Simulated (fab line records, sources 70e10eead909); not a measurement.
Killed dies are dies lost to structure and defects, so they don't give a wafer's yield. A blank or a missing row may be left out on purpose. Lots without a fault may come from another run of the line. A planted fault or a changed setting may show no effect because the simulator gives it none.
Chamber matching | flow nand_harc | NHARC_P_ZERO_WELL_ETCH_65 on rie_diel-08: 4 sister chambers
The step etches the open film in N2/H2, target depth 80 nm, overetch 24 nm, time 87.88 s. 16 wafers are shown with their chamber, then 8 later ones without.

WAFERS WITH THEIR CHAMBER
wafer  | chamber | drypump_motor_current_A (A) | showerhead_plenum_p_Torr (Torr) | rf_vpp_V (V)
L076.1 | 2       | 6.1                         | 1.93                            | 427.6
L076.3 | 0       | 5.6                         | 2.01                            | 429.7
L076.4 | 1       | 6.2                         | 1.93                            | 427.6
L078.1 | 1       | 6.3                         | 1.92                            | 427.0
L078.4 | 3       | 5.4                         | 1.95                            | 428.4
L078.6 | 2       | 6.1                         | 1.92                            | 427.2
L080.1 | 1       | 6.2                         | 1.92                            | 427.7
L080.4 | 3       | 5.4                         | 1.95                            | 426.8
L080.6 | 2       | 6.1                         | 1.92                            | 426.5
L081.2 | 2       | 6.1                         | 1.92                            | 425.9
L081.4 | 1       | 6.3                         | 1.92                            | 427.0
L081.6 | 1       | 6.2                         | 1.92                            | 427.0
L086.1 | 2       | 6.1                         | 1.91                            | 427.5
L086.4 | 3       | 5.4                         | 1.94                            | 428.0
L086.5 | 1       | 6.2                         | 1.92                            | 428.9
L087.1 | 0       | 5.7                         | 2.00                            | 429.4

SIGNATURES (means of the wafers above)
reading                  | chamber 0 | chamber 1 | chamber 2 | chamber 3 | scatter within a chamber
drypump_motor_current_A  | 5.650     | 6.233     | 6.100     | 5.400     | 0.0391
showerhead_plenum_p_Torr | 2.0050    | 1.9217    | 1.9200    | 1.9467    | 0.00577
rf_vpp_V                 | 429.550   | 427.533   | 426.940   | 427.733   | 0.723
Rule: a wafer's distance from a chamber is the root of the sum, over the readings, of the square of ((its reading less the chamber's mean) divided by the reading's scatter). The wafer belongs to the nearest chamber; if the next one is less than 2 further off, it can't be placed. The scatter: the root of (the sum of the squares of (reading less its chamber's mean) over the shown wafers, divided by (wafers less chambers)).

WAFERS WITHOUT THEIR CHAMBER
wafer  | drypump_motor_current_A (A) | showerhead_plenum_p_Torr (Torr) | rf_vpp_V (V)
L087.2 | 6.3                         | 1.92                            | 426.6
L087.6 | 5.6                         | 2.00                            | 428.4
L090.2 | 5.4                         | 1.94                            | 428.3
L090.4 | 6.1                         | 1.91                            | 428.2
L090.5 | 5.6                         | 2.00                            | 429.8
L090.1 | 5.6                         | 2.00                            | 430.1
L090.3 | 6.1                         | 1.91                            | 427.1
L090.6 | 5.4                         | 1.94                            | 425.6

WHICH CHAMBER EACH WENT THROUGH
wafer  | from the rows above     | in truth
L087.2 | 1                       | 1
L087.6 | 0                       | 0
L090.2 | 3                       | 3
L090.4 | can't be placed: 2 or 1 | 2
L090.5 | 0                       | 0
L090.1 | 0                       | 0
L090.3 | 2                       | 2
L090.6 | 3                       | 3
Placed correctly: 7 of 8. Can't be placed from these rows: 1 (the true chamber is among the candidates in 1). Placed wrongly: 0.
